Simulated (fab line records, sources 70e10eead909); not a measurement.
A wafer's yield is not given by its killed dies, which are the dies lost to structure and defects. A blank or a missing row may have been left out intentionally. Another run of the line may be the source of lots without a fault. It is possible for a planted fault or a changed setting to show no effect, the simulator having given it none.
fab line records	flow nand_harc
[record] lots = 24	wafers = 72	last_day = 26
route steps=1159 shown P_ZERO_WELL@31 P_STI@109 P_GATE@207 P_CONTACT@217
lots that met no fault: from a run of the same line without faults
start_h: hours from the record's first day to the start of the lot's first wafer shown	wait_h: how many hours have passed since the lot's step before this one	" unchanged from the row above	L1.1+2: a single row standing in for several wafers	- no value, or no start given	* or withheld: withheld	< > ~ a bound
route shown NAME@n: a module of which the file shows steps, and the number in the route of the first	usual: mean and standard deviation over wafers with no fault	same: alike in all rows	chamber/n: place in a boat	sites: the reading at each site	_std_site: how widely they spread, as a standard deviation	_edge_site: inner sites' mean taken away from outer sites' mean	radius_mm: for every site, how far away it sits from the centre of the wafer	mask NAME#n: copy n	behind: tool/chamber where the wafer was last shaped	hold: reason for holding the lot/hours on hold/outcome of the hold	device: which transistor (n, p or np) failed to switch	end of line: the same wafers' tests at the end of the route	a step with no rows: only its recipe	killed: dies lost to structure and defects at the first sort, not the wafer's yield	map: a wafer's dies, marking killed ones x, the rest . and places with no die _
set.NAME: the setting the step ran with; set.NAME@STEP: the setting that earlier step ran with	model.NAME: the simulator's own value behind a step, which no gauge read
one table for each step of the route and one row for each wafer, over a sample of lots
services: the hour from which a tool's chamber was out of use, counted from the record's first day as start_h (under 0 if before that day), plus the number of hours and why
[[steps]]
[step NHARC_P_ZERO_WELL_DESCUM_26]
[recipe] time_s = 3	o2_flow_sccm = 200	ar_flow_sccm = 0	bias_power_w = 0	chemistry = O2
[usual] drypump_motor_current_A = 5.7/0.37	oes_product_au = 1.000/0.0083	rf_vpp_V = 57.7/0.92	showerhead_plenum_p_Torr = 1.90/0.088	throttle_valve_pct = 11.312/0.0093
lot.wafer	tool	chamber	start_h	wait_h	drypump_motor_current_A	oes_product_au	rf_hours_counter_h	rf_vpp_V	showerhead_plenum_p_Torr	throttle_valve_pct
L074.2	rie_diel-03	2	14.84	-	5.5	0.980	9	59.5	2.02	11.328
L074.5	"	2	"	"	5.5	0.990	-	57.3	2.02	11.315
L074.6	"	3	"	"	5.6	0.995	-	57.8	2.01	11.316
L075.3	rie_diel-12	3	21.08	-	6.1	0.991	12	57.2	1.80	11.316
L075.4	"	0	"	"	6.4	0.997	13	58.3	1.82	11.331
L075.6	"	3	"	"	6.1	0.981	-	56.3	1.80	11.313
L076.1	rie_diel-03	0	26.86	-	5.1	1.000	9	57.1	1.85	11.319
L076.4	"	1	"	"	6.0	0.994	8	57.8	1.79	11.319
L076.2	"	2	"	"	5.5	0.986	10	58.0	2.02	11.310
L077.1	rie_diel-03	2	32.63	-	5.5	0.998	11	57.4	2.02	11.316
L077.2	"	3	"	"	5.6	1.007	10	58.6	2.01	11.304
L077.3	"	0	"	"	5.1	1.010	9	57.0	1.85	11.306
L078.4	rie_diel-12	0	38.74	-	6.4	1.009	0	56.3	1.82	11.314
L078.2	"	1	"	"	5.9	1.002	0	59.8	2.01	11.316
L078.6	"	1	"	"	5.9	1.003	-	56.7	2.01	11.300
L079.2	rie_diel-11	0	44.76	-	5.7	1.010	2	58.3	1.82	11.310
L079.1	"	1	"	"	5.3	1.004	2	57.6	1.95	11.298
L079.4	"	2	"	"	5.0	0.988	2	58.0	1.93	11.322
L080.2	rie_diel-12	2	50.64	-	6.0	0.999	1	56.8	1.96	11.308
L080.1	"	3	"	"	6.1	0.994	1	58.0	1.80	11.315
L080.4	"	0	"	"	6.4	1.006	1	58.9	1.82	11.304
L081.3	rie_diel-03	3	56.80	-	5.6	0.996	1	58.1	2.01	11.313
L081.4	"	2	"	"	5.4	1.006	-	58.1	2.02	11.316
L081.6	"	3	"	"	5.6	0.992	-	57.8	2.01	11.306
L082.2	rie_diel-03	0	62.64	-	5.1	1.024	1	58.8	1.85	11.323
L082.3	"	1	"	"	6.0	1.020	1	56.5	1.79	11.311
L082.1	"	2	"	"	5.4	1.001	1	59.3	2.02	11.293
L083.4	rie_diel-12	0	68.67	-	6.4	0.996	3	58.2	1.82	11.322
L083.5	"	1	"	"	5.9	1.002	-	59.0	2.01	11.309
L083.6	"	2	"	"	6.0	0.989	-	57.8	1.96	11.297
L084.3	rie_diel-11	0	74.89	-	5.7	1.001	4	57.4	1.82	11.301
L084.2	"	3	"	"	5.6	0.992	4	56.4	1.85	11.308
L084.5	"	0	"	"	5.7	0.998	-	56.2	1.82	11.306
L085.4	rie_diel-12	1	80.83	-	6.0	1.004	2	59.5	2.01	11.322
L085.5	"	0	"	"	6.4	0.998	-	58.0	1.82	11.314
L085.6	"	1	"	"	5.9	0.997	-	57.1	2.01	11.308
L086.3	rie_diel-03	1	86.87	-	6.0	1.005	2	58.9	1.79	11.311
L086.2	"	2	"	"	5.4	0.993	2	57.8	2.02	11.309
L086.5	"	1	"	"	6.0	1.005	-	58.6	1.79	11.304
L087.3	rie_diel-03	3	92.98	-	5.6	0.989	3	58.8	2.01	11.303
L087.4	"	0	"	"	5.1	1.017	3	59.2	1.85	11.309
L087.5	"	1	"	"	6.0	1.014	-	58.1	1.79	11.313
L088.1	rie_diel-11	2	98.66	-	5.0	0.995	5	58.6	1.93	11.327
L088.5	"	0	"	"	5.7	1.010	-	57.5	1.82	11.322
L088.6	"	1	"	"	5.3	0.992	-	57.8	1.95	11.301
L089.2	rie_diel-11	1	104.62	-	5.3	1.005	6	56.6	1.95	11.317
L089.3	"	2	"	"	5.0	0.993	5	57.4	1.93	11.318
L089.5	"	1	"	"	5.3	1.009	-	59.5	1.95	11.314
L090.3	rie_diel-03	1	110.65	-	6.0	1.011	4	56.0	1.79	11.325
L090.4	"	3	"	"	5.6	1.004	5	58.5	2.01	11.301
L090.5	"	1	"	"	6.0	1.011	-	56.0	1.79	11.313
L091.1	rie_diel-12	3	116.66	-	6.1	1.006	6	56.3	1.80	11.300
L091.2	"	0	"	"	6.4	1.010	6	56.0	1.82	11.315
L091.5	"	3	"	"	6.1	0.991	-	57.3	1.80	11.311
L092.1	rie_diel-12	0	122.66	-	6.4	1.003	6	57.7	1.82	11.297
L092.6	"	1	"	"	5.9	1.002	-	56.7	2.01	11.296
L092.5	"	2	"	"	6.0	0.982	-	58.0	1.95	11.306
L093.1	rie_diel-11	1	128.63	-	5.3	0.997	8	59.2	1.95	11.315
L093.3	"	2	"	"	5.0	1.003	7	59.3	1.93	11.315
L093.5	"	1	"	"	5.3	1.002	-	56.6	1.95	11.316
L094.4	rie_diel-03	2	134.61	-	5.4	0.997	7	57.8	2.01	11.295
L094.3	"	3	"	"	5.6	0.997	7	57.8	2.01	11.313
L094.5	"	2	"	"	5.5	0.988	-	58.7	2.01	11.302
L095.1	rie_diel-12	1	140.75	-	5.9	1.001	8	58.1	2.01	11.304
L095.2	"	2	"	"	5.9	0.987	7	58.0	1.95	11.307
L095.5	"	2	"	"	6.0	0.997	-	58.1	1.95	11.313
L096.1	rie_diel-11	3	146.74	-	5.6	1.014	9	57.2	1.85	11.309
L096.2	"	0	"	"	5.7	0.998	9	57.5	1.82	11.309
L096.3	"	2	"	"	5.0	1.003	8	56.5	1.93	11.328
L097.2	rie_diel-11	1	152.61	-	5.3	0.995	9	57.6	1.95	11.301
L097.3	"	0	"	"	5.7	0.992	9	56.5	1.82	11.308
L097.6	"	1	"	"	5.3	1.005	-	57.6	1.95	11.306
[step NHARC_P_ZERO_WELL_DESCUM_39]
[recipe] time_s = 3	o2_flow_sccm = 200	ar_flow_sccm = 0	bias_power_w = 0	chemistry = O2
[usual] drypump_motor_current_A = 5.6/0.38	oes_product_au = 0.998/0.0085	rf_vpp_V = 57.7/0.86	showerhead_plenum_p_Torr = 1.90/0.085	throttle_valve_pct = 11.310/0.0094
lot.wafer	tool	chamber	start_h	wait_h	drypump_motor_current_A	oes_product_au	rf_hours_counter_h	rf_vpp_V	showerhead_plenum_p_Torr	throttle_valve_pct
L074.2	rie_diel-12	0	16.52	-	6.4	1.000	13	56.7	1.82	11.315
L074.5	"	1	"	"	5.9	1.005	-	56.8	2.01	11.325
L074.6	"	2	"	"	5.9	1.005	-	57.6	1.96	11.310
L075.3	rie_diel-11	2	22.75	-	5.0	0.995	0	57.4	1.94	11.307
L075.4	"	0	"	"	5.7	1.003	0	57.4	1.82	11.306
L075.6	"	1	"	"	5.3	0.995	-	58.4	1.95	11.300
L076.2	rie_diel-03	2	28.49	-	5.4	0.982	10	58.3	2.02	11.300
L076.4	"	3	"	"	5.6	1.000	10	57.5	2.01	11.311
L076.1	"	0	"	"	5.1	1.003	9	56.7	1.85	11.301
L077.1	rie_diel-11	2	34.27	-	5.0	0.996	1	58.5	1.93	11.305
L077.2	"	3	"	"	5.6	0.996	1	57.8	1.85	11.311
L077.3	"	0	"	"	5.7	1.005	1	57.7	1.82	11.325
L078.2	rie_diel-11	1	40.40	-	5.3	0.997	2	56.9	1.95	11.308
L078.4	"	2	"	"	5.0	0.990	2	57.4	1.93	11.296
L078.6	"	0	"	"	5.7	1.003	-	56.8	1.82	11.321
L079.1	rie_diel-11	1	46.27	-	5.3	0.994	2	57.4	1.95	11.308
L079.2	"	2	"	"	5.0	0.982	2	59.1	1.93	11.304
L079.4	"	0	"	"	5.7	1.002	2	57.7	1.82	11.325
L080.1	rie_diel-11	1	52.28	-	5.3	0.985	2	57.7	1.95	11.315
L080.2	"	3	"	"	5.6	0.991	2	57.8	1.85	11.305
L080.4	"	0	"	"	5.7	0.991	2	58.5	1.82	11.315
L081.3	rie_diel-11	3	58.44	-	5.6	0.991	2	57.2	1.85	11.304
L081.4	"	0	"	"	5.7	0.994	2	57.5	1.82	11.298
L081.6	"	3	"	"	5.6	0.993	-	58.3	1.85	11.337
L082.3	rie_diel-03	1	64.27	-	6.0	1.014	1	56.7	1.79	11.304
L082.1	"	2	"	"	5.4	0.991	1	59.8	2.02	11.301
L082.2	"	3	"	"	5.6	0.985	1	59.3	2.01	11.291
L083.4	rie_diel-03	1	70.30	-	6.0	0.989	1	58.1	1.79	11.297
L083.6	"	1	"	"	6.0	1.000	-	57.6	1.79	11.300
L083.5	"	2	"	"	5.4	0.996	-	57.9	2.02	11.307
L084.3	rie_diel-03	0	76.43	-	5.1	1.010	2	56.5	1.85	11.304
L084.2	"	2	"	"	5.4	0.993	2	57.9	2.02	11.321
L084.5	"	0	"	"	5.1	1.009	-	57.9	1.85	11.313
L085.4	rie_diel-11	1	82.38	-	5.3	0.991	-	58.3	1.95	11.318
L085.5	"	3	"	"	5.6	1.008	-	58.6	1.85	11.322
L085.6	"	0	"	"	5.7	1.007	-	57.3	1.82	11.312
L086.3	rie_diel-03	0	88.38	-	5.1	1.009	2	57.4	1.85	11.315
L086.2	"	3	"	"	5.6	0.995	2	57.1	2.01	11.307
L086.5	"	0	"	"	5.1	1.010	-	58.7	1.85	11.322
L087.3	rie_diel-12	1	94.64	-	5.9	0.996	4	59.5	2.01	11.312
L087.4	"	3	"	"	6.1	0.995	4	57.8	1.80	11.315
L087.5	"	2	"	"	5.9	1.008	-	57.2	1.96	11.302
L088.1	rie_diel-12	1	100.18	-	5.9	0.993	4	58.3	2.01	11.303
L088.6	"	3	"	"	6.1	1.002	-	55.9	1.80	11.303
L088.5	"	0	"	"	6.4	1.012	-	57.4	1.82	11.320
L089.2	rie_diel-03	1	106.24	-	6.0	1.010	4	56.7	1.79	11.308
L089.3	"	3	"	"	5.6	0.992	5	57.6	2.01	11.295
L089.5	"	2	"	"	5.4	0.989	-	59.0	2.02	11.316
L090.4	rie_diel-12	0	112.29	-	6.4	1.006	6	56.7	1.82	11.334
L090.3	"	2	"	"	6.0	0.994	5	58.1	1.95	11.299
L090.5	"	0	"	"	6.4	1.004	-	56.7	1.82	11.299
L091.2	rie_diel-12	1	118.29	-	5.9	0.998	6	59.1	2.01	11.314
L091.1	"	0	"	"	6.4	1.002	6	56.9	1.82	11.306
L091.5	"	1	"	"	5.9	1.004	-	58.0	2.01	11.327
L092.1	rie_diel-03	2	124.28	-	5.4	0.998	5	58.5	2.02	11.303
L092.6	"	1	"	"	6.0	1.001	-	58.8	1.79	11.307
L092.5	"	2	"	"	5.4	0.990	-	57.9	2.02	11.311
L093.3	rie_diel-11	0	130.27	-	5.7	0.997	8	58.9	1.82	11.315
L093.1	"	3	"	"	5.6	0.999	8	56.9	1.85	11.315
L093.5	"	1	"	"	5.3	0.989	-	58.0	1.95	11.318
L094.3	rie_diel-03	3	136.13	-	5.6	0.993	7	59.7	2.01	11.308
L094.4	"	0	"	"	5.1	1.007	6	56.5	1.85	11.309
L094.5	"	3	"	"	5.6	0.999	-	57.4	2.01	11.292
L095.1	rie_diel-03	3	142.38	-	5.6	1.002	7	58.4	2.01	11.301
L095.2	"	0	"	"	5.1	1.008	6	56.5	1.85	11.315
L095.5	"	3	"	"	5.6	0.991	-	58.2	2.01	11.321
L096.3	rie_diel-03	0	148.26	-	5.1	1.013	7	56.7	1.85	11.330
L096.1	"	2	"	"	5.4	0.990	8	58.9	2.01	11.321
L096.2	"	3	"	"	5.6	0.989	8	58.6	2.01	11.311
L097.2	rie_diel-11	3	154.17	-	5.6	1.011	9	57.2	1.85	11.309
L097.3	"	0	"	"	5.7	1.001	9	57.2	1.82	11.314
L097.6	"	0	"	"	5.7	0.994	-	58.7	1.82	11.309
[step NHARC_P_STI_INSPECT_25]
[usual] raw_defect_count = 209/66
lot.wafer	tool	chamber	start_h	wait_h	raw_defect_count
L074.2	defect_inspect-01	-	67.58	0.4	148
L074.5	"	-	"	"	217
L074.6	"	-	"	"	164
L075.3	defect_inspect-01	-	72.59	0.4	156
L075.4	"	-	"	"	191
L075.6	"	-	"	"	158
L077.1	defect_inspect-02	-	80.58	0.4	190
L077.2	"	-	"	"	241
L077.3	"	-	"	"	245
L076.1	defect_inspect-01	-	80.58	0.4	197
L076.2	"	-	"	"	193
L076.4	"	-	"	"	250
L078.2	defect_inspect-01	-	88.66	0.4	180
L078.4	"	-	"	"	184
L078.6	"	-	"	"	200
L079.1	defect_inspect-01	-	97.70	0.4	159
L079.2	"	-	"	"	119
L079.4	"	-	"	"	176
L080.1	defect_inspect-02	-	105.43	0.4	209
L080.2	"	-	"	"	250
L080.4	"	-	"	"	239
L082.1	defect_inspect-02	-	110.79	0.4	127
L082.2	"	-	"	"	225
L082.3	"	-	"	"	251
L081.3	defect_inspect-01	-	110.79	0.4	217
L081.4	"	-	"	"	185
L081.6	"	-	"	"	255
L084.2	defect_inspect-01	-	119.23	0.4	171
L084.3	"	-	"	"	235
L084.5	"	-	"	"	198
L083.4	defect_inspect-02	-	119.25	0.4	197
L083.5	"	-	"	"	203
L083.6	"	-	"	"	211
L086.2	defect_inspect-01	-	142.78	0.4	203
L086.3	"	-	"	"	159
L086.5	"	-	"	"	270
L088.1	defect_inspect-02	-	142.80	0.4	196
L088.5	"	-	"	"	172
L088.6	"	-	"	"	164
L087.3	defect_inspect-01	-	142.80	0.4	269
L087.4	"	-	"	"	152
L087.5	"	-	"	"	134
L085.4	defect_inspect-02	-	142.80	0.4	222
L085.5	"	-	"	"	227
L085.6	"	-	"	"	190
L089.2	defect_inspect-01	-	157.72	0.4	217
L089.3	"	-	"	"	189
L089.5	"	-	"	"	333
L090.3	defect_inspect-02	-	157.74	0.4	130
L090.4	"	-	"	"	241
L090.5	"	-	"	"	128
L091.1	defect_inspect-01	-	168.60	0.4	192
L091.2	"	-	"	"	241
L091.5	"	-	"	"	103
L092.1	defect_inspect-02	-	173.32	0.4	139
L092.5	"	-	"	"	174
L092.6	"	-	"	"	281
L093.1	defect_inspect-01	-	173.32	0.4	229
L093.3	"	-	"	"	200
L093.5	"	-	"	"	203
L095.1	defect_inspect-01	-	187.67	0.4	277
L095.2	"	-	"	"	232
L095.5	"	-	"	"	357
L094.3	defect_inspect-01	-	187.67	0.4	227
L094.4	"	-	"	"	238
L094.5	"	-	"	"	163
L096.1	defect_inspect-02	-	198.07	0.4	135
L096.2	"	-	"	"	98
L096.3	"	-	"	"	82
L097.2	defect_inspect-02	-	204.06	0.4	236
L097.3	"	-	"	"	142
L097.6	"	-	"	"	141
[step NHARC_P_GATE_RTA_64]
[recipe] temp_c = 1050	time_s = 1
[usual] lamp_power_pct = 31.6/1	wafer_temp_C_max = 1055.7/1.6
lot.wafer	tool	chamber	start_h	wait_h	lamp_power_pct	wafer_temp_C_max
L074.2	rtp_anneal-01	0	111.90	-	32.9	1054.5
L074.5	"	0	"	"	33.0	1053.4
L074.6	"	0	"	"	32.9	1055.9
L075.3	rtp_anneal-02	0	113.64	-	30.9	1056.2
L075.4	"	0	"	"	30.8	1057.2
L075.6	"	0	"	"	30.9	1056.9
L077.1	rtp_anneal-02	0	121.54	-	30.9	1056.0
L077.2	"	0	"	"	30.9	1057.1
L077.3	"	0	"	"	30.8	1058.9
L076.1	rtp_anneal-02	0	124.02	-	30.8	1054.6
L076.2	"	0	"	"	30.9	1055.4
L076.4	"	0	"	"	30.8	1055.4
L078.2	rtp_anneal-01	0	128.46	-	33.0	1054.4
L078.4	"	0	"	"	33.0	1053.8
L078.6	"	0	"	"	33.0	1056.6
L079.1	rtp_anneal-01	0	137.46	-	33.0	1053.8
L079.2	"	0	"	"	33.0	1053.6
L079.4	"	0	"	"	33.0	1054.3
L080.1	rtp_anneal-01	0	149.49	-	33.0	1053.3
L080.2	"	0	"	"	33.0	1054.0
L080.4	"	0	"	"	33.0	1054.5
L081.3	rtp_anneal-01	0	153.07	-	33.0	1053.8
L081.4	"	0	"	"	33.1	1053.8
L081.6	"	0	"	"	33.0	1053.4
L082.1	rtp_anneal-02	0	153.76	-	30.8	1056.6
L082.2	"	0	"	"	30.8	1058.9
L082.3	"	0	"	"	30.9	1057.3
L083.4	rtp_anneal-02	0	161.91	-	30.8	1056.2
L083.5	"	0	"	"	30.9	1055.3
L083.6	"	0	"	"	30.8	1056.9
L084.2	rtp_anneal-01	0	162.11	-	33.0	1053.8
L084.3	"	0	"	"	33.0	1053.0
L084.5	"	0	"	"	33.0	1054.0
L086.2	rtp_anneal-02	0	183.18	-	30.9	1057.4
L086.3	"	0	"	"	30.9	1056.1
L086.5	"	0	"	"	30.8	1058.2
L088.1	rtp_anneal-02	0	184.01	-	30.9	1057.7
L088.5	"	0	"	"	30.9	1055.4
L088.6	"	0	"	"	30.8	1056.5
L085.4	rtp_anneal-01	0	184.88	-	32.9	1054.0
L085.5	"	0	"	"	32.9	1053.7
L085.6	"	0	"	"	32.9	1052.9
L087.3	rtp_anneal-01	0	189.80	-	32.9	1055.2
L087.4	"	0	"	"	32.9	1052.9
L087.5	"	0	"	"	32.9	1055.0
L089.2	rtp_anneal-02	0	198.17	-	30.9	1056.9
L089.3	"	0	"	"	30.8	1056.2
L089.5	"	0	"	"	30.8	1055.0
L090.3	rtp_anneal-02	0	198.54	-	30.8	1055.6
L090.4	"	0	"	"	30.8	1054.2
L090.5	"	0	"	"	30.8	1058.5
L091.1	rtp_anneal-02	0	210.28	-	30.8	1055.3
L091.2	"	0	"	"	30.8	1055.5
L091.5	"	0	"	"	30.9	1058.8
L092.1	rtp_anneal-02	0	215.36	-	30.9	1055.5
L092.5	"	0	"	"	30.9	1056.8
L092.6	"	0	"	"	30.8	1056.4
L093.1	rtp_anneal-02	0	217.72	-	30.9	1057.3
L093.3	"	0	"	"	30.9	1056.3
L093.5	"	0	"	"	30.9	1058.9
L094.3	rtp_anneal-02	0	227.57	-	30.8	1055.9
L094.4	"	0	"	"	30.8	1060.8
L094.5	"	0	"	"	30.8	1055.8
L095.1	rtp_anneal-02	0	228.11	-	30.9	1058.5
L095.2	"	0	"	"	30.8	1056.0
L095.5	"	0	"	"	30.8	1055.4
L096.1	rtp_anneal-02	0	237.70	-	30.9	1057.3
L096.2	"	0	"	"	30.8	1058.7
L096.3	"	0	"	"	30.9	1057.5
L097.2	rtp_anneal-02	0	244.38	-	30.9	1056.3
L097.3	"	0	"	"	30.9	1055.9
L097.6	"	0	"	"	30.8	1057.0
[step NHARC_P_CONTACT_DEP_30]
[recipe] target_thk_a = 300	temp_c = 400	target_thk_nm = 30	flow_sccm = 200	rf_w = 450	material = SiNx
[usual] heater_power_w = 636/85	susceptor_temp_C = 400.02/0.2
lot.wafer	tool	chamber	start_h	wait_h	heater_power_w	susceptor_temp_C
L074.2	pecvd-02	2	113.29	0.1	624	400.13
L074.5	"	0	"	"	676	399.65
L074.6	"	1	"	"	623	400.36
L075.3	pecvd-02	2	115.31	0.1	643	399.81
L075.4	"	2	"	"	609	399.85
L075.6	"	0	"	"	587	400.26
L077.3	pecvd-01	2	122.87	0.1	722	400.24
L077.1	"	0	"	"	732	399.88
L077.2	"	1	"	"	447	400.08
L076.2	pecvd-02	1	125.38	0.1	610	400.03
L076.1	"	2	"	"	640	400.20
L076.4	"	0	"	"	684	400.24
L078.2	pecvd-04	1	129.81	0.1	737	400.15
L078.4	"	1	"	"	717	399.90
L078.6	"	2	"	"	667	399.78
L079.1	pecvd-04	0	138.79	0.1	625	399.79
L079.2	"	1	"	"	771	399.99
L079.4	"	1	"	"	787	399.87
L080.1	pecvd-01	2	150.81	0.1	627	400.07
L080.2	"	1	"	"	550	400.15
L080.4	"	1	"	"	538	400.27
L081.3	pecvd-04	0	154.42	0.1	588	400.05
L081.4	"	2	"	"	577	400.31
L081.6	"	0	"	"	567	399.77
L082.2	pecvd-01	2	155.08	0.1	631	399.95
L082.3	"	0	"	"	740	400.27
L082.1	"	1	"	"	525	399.70
L083.5	pecvd-01	0	163.42	0.2	740	400.22
L083.4	"	1	"	"	448	400.15
L083.6	"	2	"	"	655	399.95
L084.3	pecvd-04	0	163.59	0.1	626	399.74
L084.2	"	2	"	"	656	400.17
L084.5	"	1	"	"	704	399.84
L086.3	pecvd-01	2	184.49	0.1	755	399.96
L086.2	"	1	"	"	464	399.79
L086.5	"	2	"	"	769	400.32
L088.1	pecvd-02	2	185.35	0.1	705	400.20
L088.6	"	2	"	"	680	400.10
L088.5	"	1	"	"	596	399.78
L085.4	pecvd-04	1	186.25	0.2	680	399.83
L085.5	"	2	"	"	687	400.35
L085.6	"	0	"	"	577	399.91
L087.3	pecvd-01	0	191.22	0.1	645	400.18
L087.4	"	1	"	"	443	399.97
L087.5	"	2	"	"	652	399.81
L089.3	pecvd-01	1	199.77	0.1	494	399.87
L089.2	"	2	"	"	751	400.15
L089.5	"	2	"	"	768	400.57
L090.3	pecvd-02	2	200.01	0.1	717	400.29
L090.5	"	2	"	"	710	399.96
L090.4	"	0	"	"	567	400.03
L091.1	pecvd-02	1	211.65	0.1	553	399.78
L091.2	"	2	"	"	675	399.93
L091.5	"	0	"	"	625	399.91
L092.1	pecvd-04	0	216.72	0.1	613	399.93
L092.6	"	1	"	"	756	399.91
L092.5	"	2	"	"	641	400.30
L093.1	pecvd-01	2	219.05	0.1	754	399.84
L093.3	"	0	"	"	758	400.11
L093.5	"	2	"	"	781	399.84
L094.3	pecvd-01	1	228.90	0.1	448	400.18
L094.4	"	0	"	"	657	400.11
L094.5	"	1	"	"	467	400.21
L095.1	pecvd-04	0	229.51	0.1	668	400.02
L095.2	"	1	"	"	755	399.85
L095.5	"	0	"	"	650	400.30
L096.2	pecvd-02	1	239.12	0.1	564	399.75
L096.3	"	2	"	"	645	399.80
L096.1	"	0	"	"	563	399.92
L097.3	pecvd-02	1	245.86	0.1	548	399.87
L097.2	"	0	"	"	562	400.38
L097.6	"	2	"	"	696	399.75
[step NHARC_P_CONTACT_CD_MEAS_12]
[recipe] target_cd_nm = 90	landing_energy_ev = 500
[usual] cd_nm = 90.1/0.67
lot.wafer	tool	chamber	start_h	wait_h	cd_nm
L074.2	cd_sem-02	0	114.63	-	91.0
L074.5	"	0	"	"	90.2
L074.6	"	0	"	"	89.8
L075.3	cd_sem-01	0	116.82	-	89.4
L075.4	"	0	"	"	90.1
L075.6	"	0	"	"	90.3
L077.1	cd_sem-01	0	124.30	-	90.1
L077.2	"	0	"	"	90.5
L077.3	"	0	"	"	90.8
L076.1	cd_sem-01	0	126.89	-	90.2
L076.2	"	0	"	"	90.5
L076.4	"	0	"	"	90.8
L078.2	cd_sem-02	0	131.23	-	89.2
L078.4	"	0	"	"	91.0
L078.6	"	0	"	"	90.6
L079.1	cd_sem-01	0	140.34	-	89.5
L079.2	"	0	"	"	88.9
L079.4	"	0	"	"	89.4
L080.1	cd_sem-03	0	152.35	-	88.9
L080.2	"	0	"	"	88.1
L080.4	"	0	"	"	90.1
L081.3	cd_sem-02	0	155.76	-	90.0
L081.4	"	0	"	"	89.1
L081.6	"	0	"	"	90.1
L082.1	cd_sem-03	0	156.62	-	90.5
L082.2	"	0	"	"	89.6
L082.3	"	0	"	"	90.4
L083.4	cd_sem-02	0	164.85	-	91.3
L083.5	"	0	"	"	90.6
L083.6	"	0	"	"	91.0
L084.2	cd_sem-03	0	165.14	-	89.9
L084.3	"	0	"	"	90.4
L084.5	"	0	"	"	90.5
L086.2	cd_sem-03	0	186.05	-	89.9
L086.3	"	0	"	"	89.9
L086.5	"	0	"	"	90.0
L088.1	cd_sem-01	0	186.77	-	90.1
L088.5	"	0	"	"	89.9
L088.6	"	0	"	"	90.3
L085.4	cd_sem-03	0	187.68	-	88.6
L085.5	"	0	"	"	89.2
L085.6	"	0	"	"	88.7
L087.3	cd_sem-03	0	192.57	-	90.1
L087.4	"	0	"	"	90.5
L087.5	"	0	"	"	89.7
L089.2	cd_sem-01	0	201.27	-	91.0
L089.3	"	0	"	"	90.3
L089.5	"	0	"	"	91.1
L090.3	cd_sem-01	0	201.56	-	90.3
L090.4	"	0	"	"	90.3
L090.5	"	0	"	"	90.6
L091.1	cd_sem-03	0	213.15	-	90.6
L091.2	"	0	"	"	89.2
L091.5	"	0	"	"	88.7
L092.1	cd_sem-01	0	218.26	-	90.7
L092.5	"	0	"	"	89.2
L092.6	"	0	"	"	90.7
L093.1	cd_sem-02	0	220.59	-	90.9
L093.3	"	0	"	"	91.4
L093.5	"	0	"	"	91.5
L094.3	cd_sem-01	0	230.29	-	89.8
L094.4	"	0	"	"	89.4
L094.5	"	0	"	"	90.6
L095.1	cd_sem-03	0	231.05	-	91.1
L095.2	"	0	"	"	91.4
L095.5	"	0	"	"	91.3
L096.1	cd_sem-03	0	240.53	-	89.4
L096.2	"	0	"	"	89.0
L096.3	"	0	"	"	90.7
L097.2	cd_sem-03	0	247.40	-	90.1
L097.3	"	0	"	"	89.6
L097.6	"	0	"	"	90.0
[[services]]
tool	chamber	start_h	hours	kind
rie_diel-03	0	-7.20	-	clean
rie_diel-03	1	-7.20	-	clean
rie_diel-11	-	12.50	9.0	pm
pecvd-04	-	14.10	13.0	pm
rie_diel-12	-	25.40	9.0	pm
pecvd-01	1	33.58	4.3	repair
rie_diel-03	-	38.30	9.0	pm
rie_diel-03	0	55.51	5.8	repair
pecvd-01	-	56.03	13.0	pm
rie_diel-11	-	60.11	0.7	repair
rie_diel-11	2	73.26	14.8	repair
pecvd-02	-	91.38	0.5	repair
rie_diel-03	-	96.65	0.3	repair
pecvd-04	0	110.89	3.0	repair
rie_diel-11	2	149.06	7.7	repair
pecvd-02	-	153.00	13.0	pm
rie_diel-11	-	189.50	9.0	pm
pecvd-04	-	195.48	13.0	pm
pecvd-01	-	196.47	0.8	repair
rie_diel-12	-	202.40	9.0	pm
rie_diel-03	-	215.30	9.0	pm
rie_diel-12	0	228.30	1.2	repair
pecvd-01	-	230.57	0.6	repair
pecvd-01	-	237.03	13.0	pm
[[key]]
fault none
